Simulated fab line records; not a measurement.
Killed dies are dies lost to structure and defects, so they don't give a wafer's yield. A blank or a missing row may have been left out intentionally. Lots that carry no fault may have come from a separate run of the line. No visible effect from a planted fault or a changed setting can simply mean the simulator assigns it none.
Check of tool commonality || flow n5-finfet || Lots sampled 9, wafers sampled 27

## THE REASON FOR OPENING IT
At N5_BEOL_M3_THK_MEAS_53 the reading M3_THK is flagged on 2 of 9 lots. Wafers without a fault read 40.7 nm, standard deviation 1.6.
Rule: flag the lot when none of its wafers has a number, or when each of its wafers that has one lies beyond 4 standard deviations from that mean. The other lots count as sound.

{"lot": "L932", "measured": "day 7 06:18", "on": "film-metro-01", "M3_THK (nm), wafer by wafer": "42.2 39.7 42.3", "flag": ""}
{"lot": "L933", "measured": "day 7 21:05", "on": "film-metro-02", "M3_THK (nm), wafer by wafer": "40.3 40.7 41.7", "flag": ""}
{"lot": "L937", "measured": "day 9 16:51", "on": "film-metro-02", "M3_THK (nm), wafer by wafer": "39.9 41.2 40.5", "flag": ""}
{"lot": "L943", "measured": "day 10 13:51", "on": "film-metro-01", "M3_THK (nm), wafer by wafer": "143.2 164.7 166.1", "flag": "FLAGGED"}
{"lot": "L945", "measured": "day 11 05:10", "on": "film-metro-02", "M3_THK (nm), wafer by wafer": "37.9 41.1 42.3", "flag": ""}
{"lot": "L946", "measured": "day 11 07:46", "on": "film-metro-01", "M3_THK (nm), wafer by wafer": "41.2 40.0 39.4", "flag": ""}
{"lot": "L948", "measured": "day 11 15:11", "on": "film-metro-02", "M3_THK (nm), wafer by wafer": "150.1 172.8 148.1", "flag": "FLAGGED"}
{"lot": "L953", "measured": "day 12 23:51", "on": "film-metro-01", "M3_THK (nm), wafer by wafer": "41.3 42.9 40.4", "flag": ""}
{"lot": "L955", "measured": "day 14 21:31", "on": "film-metro-01", "M3_THK (nm), wafer by wafer": "37.1 40.7 39.6", "flag": ""}
Average over the flagged lots: 157.5 nm; offset from the usual +116.8 nm, equal to +73 standard deviations.

## TOOL THAT RAN EACH LOT
Before the reading, the record contains 4 process steps out of a 1938-step route. Cell contents, in order: the tool; ch with the chambers the sampled wafers went through; the start.
{"lot": "L932", "flag": "", "N5_BEOL_M3_SPUTTER_81": "pvd-sputter-03, day 7 04:11", "N5_BEOL_M3_SPUTTER_94": "pvd-sputter-03, day 7 05:17", "N5_BEOL_M3_ANNEAL_95": "pvd-sputter-03, day 7 05:22", "N5_BEOL_M3_CMP_52": "cmp-01 ch 0,1, day 7 06:00"}
{"lot": "L933", "flag": "", "N5_BEOL_M3_SPUTTER_81": "pvd-sputter-03, day 7 18:58", "N5_BEOL_M3_SPUTTER_94": "pvd-sputter-03, day 7 20:04", "N5_BEOL_M3_ANNEAL_95": "pvd-sputter-03, day 7 20:09", "N5_BEOL_M3_CMP_52": "cmp-03 ch 0,2,3, day 7 20:47"}
{"lot": "L937", "flag": "", "N5_BEOL_M3_SPUTTER_81": "pvd-sputter-03, day 9 14:44", "N5_BEOL_M3_SPUTTER_94": "pvd-sputter-03, day 9 15:50", "N5_BEOL_M3_ANNEAL_95": "pvd-sputter-03, day 9 15:55", "N5_BEOL_M3_CMP_52": "cmp-01 ch 1,2,3, day 9 16:33"}
{"lot": "L943", "flag": "FLAGGED", "N5_BEOL_M3_SPUTTER_81": "pvd-sputter-01, day 10 11:44", "N5_BEOL_M3_SPUTTER_94": "pvd-sputter-01, day 10 12:50", "N5_BEOL_M3_ANNEAL_95": "pvd-sputter-01, day 10 12:55", "N5_BEOL_M3_CMP_52": "cmp-01 ch 0,1,2, day 10 13:38"}
{"lot": "L945", "flag": "", "N5_BEOL_M3_SPUTTER_81": "pvd-sputter-01, day 11 03:02", "N5_BEOL_M3_SPUTTER_94": "pvd-sputter-01, day 11 04:08", "N5_BEOL_M3_ANNEAL_95": "pvd-sputter-01, day 11 04:13", "N5_BEOL_M3_CMP_52": "cmp-04 ch 0,1,3, day 11 04:52"}
{"lot": "L946", "flag": "", "N5_BEOL_M3_SPUTTER_81": "pvd-sputter-02, day 11 05:39", "N5_BEOL_M3_SPUTTER_94": "pvd-sputter-02, day 11 06:45", "N5_BEOL_M3_ANNEAL_95": "pvd-sputter-02, day 11 06:50", "N5_BEOL_M3_CMP_52": "cmp-04 ch 0,1,3, day 11 07:28"}
{"lot": "L948", "flag": "FLAGGED", "N5_BEOL_M3_SPUTTER_81": "pvd-sputter-02, day 11 12:57", "N5_BEOL_M3_SPUTTER_94": "pvd-sputter-02, day 11 14:03", "N5_BEOL_M3_ANNEAL_95": "pvd-sputter-02, day 11 14:08", "N5_BEOL_M3_CMP_52": "cmp-01 ch 2,3, day 11 14:56"}
{"lot": "L953", "flag": "", "N5_BEOL_M3_SPUTTER_81": "pvd-sputter-01, day 12 21:29", "N5_BEOL_M3_SPUTTER_94": "pvd-sputter-01, day 12 22:35", "N5_BEOL_M3_ANNEAL_95": "pvd-sputter-01, day 12 22:40", "N5_BEOL_M3_CMP_52": "cmp-04 ch 0,1,3, day 12 23:38"}
{"lot": "L955", "flag": "", "N5_BEOL_M3_SPUTTER_81": "pvd-sputter-02, day 14 19:24", "N5_BEOL_M3_SPUTTER_94": "pvd-sputter-02, day 14 20:30", "N5_BEOL_M3_ANNEAL_95": "pvd-sputter-02, day 14 20:35", "N5_BEOL_M3_CMP_52": "cmp-03 ch 0,1, day 14 21:13"}
What these steps do:
- N5_BEOL_M3_SPUTTER_81: material Cu, target thk 4.5 nm, time 8.29 s.
- N5_BEOL_M3_SPUTTER_94: material Cu, target thk 4.5 nm, time 8.29 s.
- N5_BEOL_M3_ANNEAL_95: time 240 s.
- N5_BEOL_M3_CMP_52: polishes, stops on SiOC, t overpolish 6.8 s, target thk 40 nm.
- N5_BEOL_M3_THK_MEAS_53: measures by xrf.

## FLAGGED OVER TOTAL, TOOL BY TOOL (the gauges that took the reading come last)
{"step": "N5_BEOL_M3_SPUTTER_81", "tool": "pvd-sputter-01", "lots run": 3, "flagged": 1, "share of the flagged lots": "some", "sound lots run after its first flagged lot": "2 (L945,L953)"}
{"step": "N5_BEOL_M3_SPUTTER_81", "tool": "pvd-sputter-02", "lots run": 3, "flagged": 1, "share of the flagged lots": "some", "sound lots run after its first flagged lot": "1 (L955)"}
{"step": "N5_BEOL_M3_SPUTTER_81", "tool": "pvd-sputter-03", "lots run": 3, "flagged": 0, "share of the flagged lots": "none", "sound lots run after its first flagged lot": "-"}
{"step": "N5_BEOL_M3_SPUTTER_94", "tool": "pvd-sputter-01", "lots run": 3, "flagged": 1, "share of the flagged lots": "some", "sound lots run after its first flagged lot": "2 (L945,L953)"}
{"step": "N5_BEOL_M3_SPUTTER_94", "tool": "pvd-sputter-02", "lots run": 3, "flagged": 1, "share of the flagged lots": "some", "sound lots run after its first flagged lot": "1 (L955)"}
{"step": "N5_BEOL_M3_SPUTTER_94", "tool": "pvd-sputter-03", "lots run": 3, "flagged": 0, "share of the flagged lots": "none", "sound lots run after its first flagged lot": "-"}
{"step": "N5_BEOL_M3_ANNEAL_95", "tool": "pvd-sputter-01", "lots run": 3, "flagged": 1, "share of the flagged lots": "some", "sound lots run after its first flagged lot": "2 (L945,L953)"}
{"step": "N5_BEOL_M3_ANNEAL_95", "tool": "pvd-sputter-02", "lots run": 3, "flagged": 1, "share of the flagged lots": "some", "sound lots run after its first flagged lot": "1 (L955)"}
{"step": "N5_BEOL_M3_ANNEAL_95", "tool": "pvd-sputter-03", "lots run": 3, "flagged": 0, "share of the flagged lots": "none", "sound lots run after its first flagged lot": "-"}
{"step": "N5_BEOL_M3_CMP_52", "tool": "cmp-01", "lots run": 4, "flagged": 2, "share of the flagged lots": "all", "sound lots run after its first flagged lot": 0}
{"step": "N5_BEOL_M3_CMP_52", "tool": "cmp-03", "lots run": 2, "flagged": 0, "share of the flagged lots": "none", "sound lots run after its first flagged lot": "-"}
{"step": "N5_BEOL_M3_CMP_52", "tool": "cmp-04", "lots run": 3, "flagged": 0, "share of the flagged lots": "none", "sound lots run after its first flagged lot": "-"}
{"step": "N5_BEOL_M3_THK_MEAS_53", "tool": "film-metro-01", "lots run": 5, "flagged": 1, "share of the flagged lots": "some", "sound lots run after its first flagged lot": "3 (L946,L953,L955)"}
{"step": "N5_BEOL_M3_THK_MEAS_53", "tool": "film-metro-02", "lots run": 4, "flagged": 1, "share of the flagged lots": "some", "sound lots run after its first flagged lot": 0}

## WHAT THE TABLE PERMITS
1 row of the table ran every flagged lot: cmp-01 at N5_BEOL_M3_CMP_52.
- cmp-01 at N5_BEOL_M3_CMP_52 ran 4 lots, 2 of them flagged. Last sound lot L937 at day 9 16:33, first flagged lot L943 at day 10 13:38; a fault beginning in between fits. Its own readings (barrier-field-endpoint-s, overpolish-run-s, time-to-endpoint-s) fall more than 4 standard deviations out on all wafers of the flagged lots.
Just one tool remains: cmp-01 at N5_BEOL_M3_CMP_52.

## WHAT THE SIMULATOR HAD PUT IN
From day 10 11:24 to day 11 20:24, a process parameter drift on cmp-01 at N5_BEOL_M3_CMP_52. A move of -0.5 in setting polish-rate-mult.
Lots struck among those shown: L943, L948. The rule above found the same.
